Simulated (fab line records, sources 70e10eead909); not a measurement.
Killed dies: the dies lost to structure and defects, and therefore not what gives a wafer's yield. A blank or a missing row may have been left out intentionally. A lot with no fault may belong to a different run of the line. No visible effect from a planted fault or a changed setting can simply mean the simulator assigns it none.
Matching of chambers ; flow nand harc ; rie diel-04 running NHARC_P_GATE_DESCUM_48: 4 sister chambers
The step chemistry O2, time 3 s. 16 wafers are shown with their chamber, then 8 later ones without.

## WAFERS PAIRED WITH THEIR CHAMBERS
wafer;chamber;drypump motor current A (A);showerhead plenum p Torr (Torr);oes product au (a.u.)
L074.2;0;5.8;1.96;1.001
L074.3;3;5.4;1.92;1.014
L074.5;0;5.8;1.96;0.991
L075.2;2;6.2;1.86;1.029
L075.4;1;6.3;1.93;0.988
L075.5;2;6.2;1.86;1.018
L083.1;2;6.2;1.85;1.016
L083.3;0;5.8;1.96;0.966
L083.4;1;6.2;1.93;1.010
L092.1;1;6.2;1.92;0.979
L092.4;0;5.8;1.96;0.965
L092.6;3;5.4;1.91;1.001
L093.1;0;5.8;1.96;0.964
L093.2;3;5.4;1.91;1.013
L093.6;0;5.8;1.96;0.974
L095.3;2;6.2;1.85;1.024

SIGNATURES, as means of the wafers listed above
reading;chamber 0;chamber 1;chamber 2;chamber 3;scatter within a chamber
drypump motor current A;5.800;6.233;6.200;5.400;0.0236
showerhead plenum p Torr;1.9600;1.9267;1.8550;1.9133;0.00441
oes product au;0.97683;0.99233;1.02175;1.00933;0.0127
Rule: a wafer lies at a distance from a chamber equal to the root of the sum of squares, over the readings, of (its reading less the chamber's mean, divided by the reading's scatter). If the next closest chamber is less than 2 further off than the closest, the wafer can't be placed; otherwise it belongs to the closest. How the scatter is found: for the shown wafers, subtract from each reading the mean of its chamber, square and add these, divide the total by (wafers less chambers), then take the root.

## WAFERS WITHOUT THEIR CHAMBER
wafer;drypump motor current A (A);showerhead plenum p Torr (Torr);oes product au (a.u.)
L095.5;5.3;1.91;1.020
L095.6;5.8;1.96;0.965
L096.2;6.3;1.92;0.996
L096.3;5.4;1.91;1.024
L096.5;5.8;1.96;0.968
L097.3;5.8;1.96;0.973
L097.4;6.3;1.92;1.001
L097.6;6.3;1.92;0.999

## EACH ONE'S CHAMBER
wafer;from the rows above;in truth
L095.5;3;3
L095.6;0;0
L096.2;1;1
L096.3;3;3
L096.5;0;0
L097.3;0;0
L097.4;1;1
L097.6;1;1
8 of 8 placed correctly. Number that these rows cannot place: 0. Wrongly placed: 0.
